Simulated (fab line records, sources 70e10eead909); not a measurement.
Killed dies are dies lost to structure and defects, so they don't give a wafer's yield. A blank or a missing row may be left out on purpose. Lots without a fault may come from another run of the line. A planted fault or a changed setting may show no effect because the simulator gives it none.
Which tool did it? | flow nand_harc | 11 lots, 33 wafers sampled, at 6 steps of a route of 1302

WHAT THE GAUGES READ, wafer by wafer
NHARC_THIN_TSV_CD_MEAS_33: target cd 5000 nm. Usual: cd_nm 5001.1 nm, standard deviation 2.4.
lot  | measured     | on        | cd_nm (nm)           | flag
L513 | day 24 07:49 | cd_sem-02 | 5001.8 5002.9 4999.8 |
L512 | day 24 13:32 | cd_sem-02 | 4999.3 4999.2 5002.2 |
L514 | day 25 07:01 | cd_sem-01 | 4999.3 5003.0 5000.2 |
L521 | day 27 18:28 | cd_sem-01 | 4999.3 4999.5 5002.4 |
L523 | day 29 04:20 | cd_sem-03 | 4999.2 4998.4 5001.8 |
L527 | day 30 03:12 | cd_sem-03 | 5003.0 5003.8 5002.0 |
L529 | day 30 08:25 | cd_sem-01 | 5007.5 5001.3 5004.3 |
L532 | day 32 19:22 | cd_sem-02 | 5000.5 4999.7 5000.9 |
L534 | day 33 01:23 | cd_sem-01 | 5002.3 5002.4 5002.8 |
L535 | day 33 01:37 | cd_sem-03 | 5001.9 5001.2 4999.3 |
L533 | day 33 03:02 | cd_sem-01 | 4999.6 4997.2 5002.5 |

NHARC_THIN_TSV_INSPECT_40. Usual: raw_defect_count 543, standard deviation 91.
lot  | measured     | on                | raw_defect_count | flag
L513 | day 24 13:46 | defect_inspect-02 | 678 552 477      |
L512 | day 24 21:14 | defect_inspect-01 | 669 667 604      |
L514 | day 25 13:02 | defect_inspect-02 | 521 473 591      |
L521 | day 28 02:08 | defect_inspect-02 | 446 405 381      |
L523 | day 29 10:13 | defect_inspect-02 | 463 490 452      |
L527 | day 30 09:12 | defect_inspect-02 | 499 568 652      |
L529 | day 30 15:02 | defect_inspect-01 | 629 564 535      |
L532 | day 33 03:08 | defect_inspect-01 | 6268 6430 6223   | OFF
L534 | day 33 09:13 | defect_inspect-01 | 6375 6389 6416   | OFF
L535 | day 33 09:13 | defect_inspect-01 | 641 562 639      |
L533 | day 33 09:13 | defect_inspect-02 | 6243 6308 6407   | OFF

NHARC_END_SORT_01. Usual: defect_limited_yield 92.3 %, standard deviation 2.7; killed_at_array 47, standard deviation 18; killed_at_other 0.9, standard deviation 1.1; killed_at_periphery 4, standard deviation 3.1; killed_dies 52, standard deviation 18; killed_open 3.1, standard deviation 1.5; killed_short 2.4, standard deviation 1.5; sort_bin_2_pct 2.7 %, standard deviation 1.2; sort_bin_3_pct 0.6 %, standard deviation 0.38; sort_bin_4_pct 4.5 %, standard deviation 1.5; sort_n_pass 625, standard deviation 18; sort_rim_yield_pct 89 %, standard deviation 4.5; sort_yield_pct 92.3 %, standard deviation 2.7.
lot  | measured     | on        | defect_limited_yield (%) | killed_at_array | killed_at_other | killed_at_periphery | killed_dies | killed_open | killed_short | sort_bin_2_pct (%) | sort_bin_3_pct (%) | sort_bin_4_pct (%) | sort_n_pass | sort_rim_yield_pct (%) | sort_yield_pct (%) | flag
L532 | day 33 06:11 | prober-02 | 0 0 0                    | 46 49 54        | 623 627 618     | 8 1 5               | 677 677 677 | 3 6 4       | 1 2 1        | 2.8 4.3 3.5        | 92.3 92.6 91.9     | 4.9 3.1 4.6        | 0 0 0       | 0 0 0                  | 0 0 0              | OFF
L534 | day 33 20:53 | prober-01 | 0 0 0                    | 45 35 43        | 630 636 624     | 2 6 10              | 677 677 677 | 0 1 4       | 0 1 1        | 2.7 1.2 2.4        | 93.2 94.2 92.5     | 4.1 4.6 5.2        | 0 0 0       | 0 0 0                  | 0 0 0              | OFF
L533 | day 33 12:17 | prober-01 | 0 0 0                    | 36 26 24        | 636 647 650     | 5 4 3               | 677 677 677 | 2 2 4       | 1 1 4        | 1.8 0.9 1.6        | 94.2 96.0 96.2     | 4.0 3.1 2.2        | 0 0 0       | 0 0 0                  | 0 0 0              | OFF

WHICH TOOL RAN EACH LOT (tool, then ch and the chambers of the sampled wafers, then the start)
lot  | NHARC_A_BONDPAD_CMP_19        | NHARC_THIN_TSV_CMP_21         | NHARC_THIN_TSV_STRIP_56
L513 | cmp-03 ch 0,1, day 23 16:11   | cmp-03 ch 0,3, day 24 06:13   | plasma_asher-01 ch 0,1, day 24 08:27
L512 | cmp-01 ch 0,1,2, day 23 19:04 | cmp-01 ch 0,3, day 24 11:59   | plasma_asher-02 ch 0,1, day 24 14:14
L514 | cmp-01 ch 1,2,3, day 24 12:27 | cmp-02 ch 1,2,3, day 25 05:25 | plasma_asher-02 ch 0,1, day 25 07:40
L521 | cmp-04 ch 1,2, day 26 21:03   | cmp-03 ch 0,3, day 27 16:52   | plasma_asher-01 ch 0,1, day 27 19:07
L523 | cmp-04 ch 0,1,2, day 28 04:26 | cmp-01 ch 2,3, day 29 02:43   | plasma_asher-02 ch 0,1, day 29 05:01
L527 | cmp-03 ch 0,1,2, day 29 08:14 | cmp-02 ch 0,1,3, day 30 01:35 | plasma_asher-02 ch 0,1, day 30 03:53
L529 | cmp-04 ch 0,1,3, day 29 13:35 | cmp-03 ch 0,2,3, day 30 06:58 | plasma_asher-02 ch 0,1, day 30 09:43
L532 | cmp-04 ch 0,1, day 31 16:42   | cmp-01 ch 0,1,2, day 32 16:38 | plasma_asher-02 ch 0,1, day 32 20:00
L534 | cmp-03 ch 0,1,2, day 32 03:08 | cmp-03 ch 0,1,3, day 32 23:47 | plasma_asher-01 ch 0,1, day 33 02:02
L535 | cmp-01 ch 0,1,3, day 32 04:47 | cmp-01 ch 2,3, day 32 23:55   | plasma_asher-02 ch 0,1, day 33 02:18
L533 | cmp-04 ch 0,2,3, day 32 06:26 | cmp-01 ch 0,1,2, day 33 01:28 | plasma_asher-01 ch 0,1, day 33 03:44
- NHARC_A_BONDPAD_CMP_19: polishes, t overpolish 30 s, cu recess touch 16 s, target thk 169.82 nm.
- NHARC_THIN_TSV_CMP_21: polishes, t overpolish 30 s, target thk 2000 nm.
- NHARC_THIN_TSV_STRIP_56: strips in O2.

WHAT THE TOOLS THEMSELVES READ (means of the sampled wafers that have a number; where no wafer has one, the mark that the record gives instead)
NHARC_A_BONDPAD_CMP_19. Usual: edge_zone_pressure_frac 1.001, standard deviation 0.0047; motor_current_A 12.0 A, standard deviation 0.62; overpolish_run_s 30.000 s, standard deviation 0.0088.
lot  | tool   | edge_zone_pressure_frac | motor_current_A (A) | overpolish_run_s (s) | flag
L513 | cmp-03 | 0.999                   | 12.1                | 29.987               |
L512 | cmp-01 | 1.003                   | 12.2                | 29.986               |
L514 | cmp-01 | 1.001                   | 12.3                | 29.997               |
L521 | cmp-04 | 1.004                   | 12.3                | 30.007               |
L523 | cmp-04 | 1.000                   | 12.6                | 30.009               |
L527 | cmp-03 | 1.002                   | 11.6                | 30.008               |
L529 | cmp-04 | 1.001                   | 12.4                | 29.996               |
L532 | cmp-04 | 1.004                   | 12.7                | 30.000               |
L534 | cmp-03 | 1.001                   | 11.7                | 29.999               |
L535 | cmp-01 | 0.999                   | 12.1                | 30.002               |
L533 | cmp-04 | 1.001                   | 12.0                | 30.006               |

NHARC_THIN_TSV_CMP_21. Usual: edge_zone_pressure_frac 1.000, standard deviation 0.005; motor_current_A 11.8 A, standard deviation 0.55; overpolish_run_s 30.000 s, standard deviation 0.0098.
lot  | tool   | edge_zone_pressure_frac | motor_current_A (A) | overpolish_run_s (s) | flag
L513 | cmp-03 | 1.007                   | 12.0                | 30.005               |
L512 | cmp-01 | 1.002                   | 12.0                | 30.000               |
L514 | cmp-02 | 1.003                   | 11.7                | 30.000               |
L521 | cmp-03 | 1.000                   | 11.7                | 30.008               |
L523 | cmp-01 | 1.004                   | 12.0                | 29.993               |
L527 | cmp-02 | 0.999                   | 11.8                | 30.008               |
L529 | cmp-03 | 0.999                   | 11.7                | 29.997               |
L532 | cmp-01 | -                       | -                   | -                    | OFF
L534 | cmp-03 | -                       | -                   | -                    | OFF
L535 | cmp-01 | 1.004                   | 11.7                | 29.987               |
L533 | cmp-01 | -                       | -                   | -                    | OFF

NHARC_THIN_TSV_STRIP_56. Usual: drypump_motor_current_A 5.65 A, standard deviation 0.16; heater_power_w 313 W, standard deviation 31; temp_c 250.00 C, standard deviation 0.21.
lot  | tool            | drypump_motor_current_A (A) | heater_power_w (W) | temp_c (C) | flag
L513 | plasma_asher-01 | 5.62                        | 297                | 249.91     |
L512 | plasma_asher-02 | 5.79                        | 324                | 249.92     |
L514 | plasma_asher-02 | 5.81                        | 328                | 250.20     |
L521 | plasma_asher-01 | 5.61                        | 296                | 250.06     |
L523 | plasma_asher-02 | 5.77                        | 318                | 250.10     |
L527 | plasma_asher-02 | 5.63                        | 306                | 249.94     |
L529 | plasma_asher-02 | 5.79                        | 327                | 250.05     |
L532 | plasma_asher-02 | 5.63                        | 301                | 249.83     |
L534 | plasma_asher-01 | 5.60                        | 325                | 250.08     |
L535 | plasma_asher-02 | 5.63                        | 303                | 249.95     |
L533 | plasma_asher-01 | 5.59                        | 328                | 249.89     |

THE ANSWER, worked out from the rows above alone
Rule: a lot is off if the mean of its wafers that have a number lies more than 3 standard deviations from the usual mean. A lot without any number at a reading at which 4 lots or more have one is off too. The other lots that the step has rows for count as sound. The gauges are gone through in route order, then the tools' own readings, and for those a lot's mean is taken as printed above. The first step at which some lot is off is used, and at that step the reading that is off furthest; a lot without a number counts as furthest.
Off: L532, L534, L533, at NHARC_THIN_TSV_INSPECT_40 (raw_defect_count).
A tool fits if, at a process step before that reading, it ran every lot that is off, and no sound lot after the first of them. The gauges at NHARC_THIN_TSV_INSPECT_40 aren't tried: what is off there is off at NHARC_END_SORT_01 too, on other tools, and a gauge's error can't cause that. None of those tried fits.

WHAT THE SIMULATOR HAD PUT IN
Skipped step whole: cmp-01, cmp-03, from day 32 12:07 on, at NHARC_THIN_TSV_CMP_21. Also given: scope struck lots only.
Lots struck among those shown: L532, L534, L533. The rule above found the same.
